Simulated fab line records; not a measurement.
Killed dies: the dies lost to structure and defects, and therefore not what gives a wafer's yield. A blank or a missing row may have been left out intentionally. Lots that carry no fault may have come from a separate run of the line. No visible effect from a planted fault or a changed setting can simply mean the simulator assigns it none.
Chamber matching / flow nand harc / NHARC_A_CHANNEL_HOLE_D1_DEP_01 on pecvd-04 has 3 sister chambers
The step deposits SiON, target thk 140 nm. 6 wafers are shown with their chamber, then 8 later ones without.

WAFERS PAIRED WITH THEIR CHAMBERS
wafer=L086.6; chamber=0; heater power w (W)=764; susceptor temp C (C)=400.31
wafer=L087.6; chamber=2; heater power w (W)=1058; susceptor temp C (C)=400.14
wafer=L088.2; chamber=2; heater power w (W)=879; susceptor temp C (C)=399.99
wafer=L088.3; chamber=1; heater power w (W)=698; susceptor temp C (C)=400.15
wafer=L088.6; chamber=1; heater power w (W)=739; susceptor temp C (C)=400.17
wafer=L092.3; chamber=0; heater power w (W)=683; susceptor temp C (C)=399.68

WAFERS MISSING THEIR CHAMBER
wafer=L092.4; heater power w (W)=719; susceptor temp C (C)=400.33
wafer=L092.5; heater power w (W)=764; susceptor temp C (C)=399.79
wafer=L094.1; heater power w (W)=724; susceptor temp C (C)=400.28
wafer=L094.3; heater power w (W)=766; susceptor temp C (C)=399.66
wafer=L094.6; heater power w (W)=714; susceptor temp C (C)=399.83
wafer=L096.2; heater power w (W)=770; susceptor temp C (C)=400.10
wafer=L096.4; heater power w (W)=1064; susceptor temp C (C)=400.01
wafer=L096.5; heater power w (W)=803; susceptor temp C (C)=399.81

THE CHAMBER EACH PASSED THROUGH
wafer=L092.4; from the rows above=can't be placed: 1 or 0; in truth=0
wafer=L092.5; from the rows above=can't be placed: 0 or 1 or 2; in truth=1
wafer=L094.1; from the rows above=can't be placed: 1 or 0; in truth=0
wafer=L094.3; from the rows above=can't be placed: 0 or 1 or 2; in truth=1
wafer=L094.6; from the rows above=can't be placed: 0 or 1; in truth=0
wafer=L096.2; from the rows above=can't be placed: 1 or 0 or 2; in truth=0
wafer=L096.4; from the rows above=2; in truth=2
wafer=L096.5; from the rows above=can't be placed: 0 or 1 or 2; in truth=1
Correct placement for 1 of the 8. Cannot be placed on the basis of these rows: 7; the candidates contain the true chamber in 7. Number placed wrongly: 0.
How it was worked out, from the rows above alone: a wafer's distance from a chamber is the root of the sum, over the readings, of the square of ((its reading less the chamber's mean) divided by the reading's scatter). The wafer belongs to the nearest chamber; if the next one is less than 2 further off, it can't be placed. Each chamber's mean is taken over the wafers shown for it. How the scatter is found: for the shown wafers, subtract from each reading the mean of its chamber, square and add these, divide the total by (wafers less chambers), then take the root.
